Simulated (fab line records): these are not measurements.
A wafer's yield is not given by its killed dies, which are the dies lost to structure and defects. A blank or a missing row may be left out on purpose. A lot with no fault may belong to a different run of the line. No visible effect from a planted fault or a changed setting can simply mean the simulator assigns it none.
Chamber matching | flow n5 finfet | 4 sister chambers for N5_BEOL_M8_ALD_77 on ald metal-01
The step deposits TaN, target thk 2 nm, pulse time 2 s, purge time 3 s. 30 wafers are shown with their chamber, then 12 later ones without.

## WAFERS PAIRED WITH THEIR CHAMBERS
wafer  | chamber | heater power w (W) | mfc carrier sccm (sccm) | susceptor temp C (C)
L076.1 | 1       | 419                | 1496                    | 274.90
L076.2 | 0       | 454                | 1506                    | 275.19
L076.5 | 3       | 376                | 1498                    | 275.00
L075.2 | 0       | 455                | 1505                    | 274.98
L075.3 | 1       | 417                | 1498                    | 275.17
L075.4 | 3       | 386                | 1502                    | 275.37
L078.2 | 0       | 452                | 1504                    | 275.12
L078.3 | 2       | 430                | 1504                    | 275.00
L078.6 | 2       | 431                | 1505                    | 275.07
L079.1 | 3       | 381                | 1497                    | 274.95
L079.4 | 2       | 433                | 1494                    | 274.92
L079.5 | 1       | 417                | 1504                    | 274.82
L080.2 | 3       | 374                | 1500                    | 274.87
L080.3 | 0       | 456                | 1495                    | 275.10
L080.6 | 1       | 414                | 1500                    | 275.21
L081.1 | 1       | 419                | 1498                    | 275.34
L081.3 | 0       | 460                | 1501                    | 274.99
L081.6 | 2       | 428                | 1499                    | 274.78
L083.1 | 3       | 384                | 1498                    | 274.98
L083.2 | 0       | 453                | 1505                    | 275.01
L083.6 | 2       | 425                | 1501                    | 275.35
L082.2 | 2       | 426                | 1499                    | 274.93
L082.3 | 1       | 417                | 1492                    | 275.12
L082.5 | 1       | 424                | 1503                    | 275.03
L085.1 | 2       | 414                | 1496                    | 274.91
L085.2 | 3       | 379                | 1492                    | 274.98
L085.3 | 1       | 421                | 1498                    | 274.98
L086.3 | 1       | 421                | 1498                    | 274.99
L086.5 | 1       | 425                | 1503                    | 275.21
L086.6 | 0       | 453                | 1503                    | 275.07

SIGNATURES (averages over the wafers above)
reading          | chamber 0 | chamber 1 | chamber 2 | chamber 3 | scatter within a chamber
heater power w   | 454.71    | 419.40    | 426.71    | 380.00    | 4.34
mfc carrier sccm | 1502.71   | 1499.00   | 1499.71   | 1497.83   | 3.71
susceptor temp C | 275.0657  | 275.0770  | 274.9943  | 275.0250  | 0.154
Rule: distance of a wafer from a chamber = root of the sum over the readings of ((wafer's reading minus chamber's mean) / reading's scatter) squared. The wafer belongs to the nearest chamber; if the next one is less than 2 further off, it can't be placed. The scatter is the square root of a quotient: the sum, over the shown wafers, of each reading's squared deviation from its chamber's mean, divided by wafers minus chambers.

## WAFERS MISSING THEIR CHAMBER
wafer  | heater power w (W) | mfc carrier sccm (sccm) | susceptor temp C (C)
L089.1 | 410                | 1504                    | 274.93
L089.2 | 459                | 1496                    | 275.02
L089.6 | 390                | 1509                    | 275.11
L092.1 | 383                | 1503                    | 275.06
L092.2 | 425                | 1502                    | 274.98
L092.5 | 393                | 1502                    | 274.97
L094.1 | 427                | 1505                    | 274.77
L094.2 | 379                | 1504                    | 274.89
L094.4 | 416                | 1500                    | 274.79
L096.2 | 450                | 1512                    | 275.13
L096.5 | 410                | 1502                    | 274.87
L096.6 | 454                | 1501                    | 275.08

## THE CHAMBER EACH PASSED THROUGH
wafer  | from the rows above     | in truth
L089.1 | can't be placed: 1 or 2 | 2
L089.2 | 0                       | 0
L089.6 | 3                       | 3
L092.1 | 3                       | 3
L092.2 | can't be placed: 2 or 1 | 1
L092.5 | 3                       | 3
L094.1 | can't be placed: 2 or 1 | 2
L094.2 | 3                       | 3
L094.4 | can't be placed: 1 or 2 | 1
L096.2 | 0                       | 0
L096.5 | can't be placed: 1 or 2 | 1
L096.6 | 0                       | 0
Correctly placed: 7 of 12. Cannot be placed on the basis of these rows: 5; the candidates contain the true chamber in 5. Placed wrongly: 0.
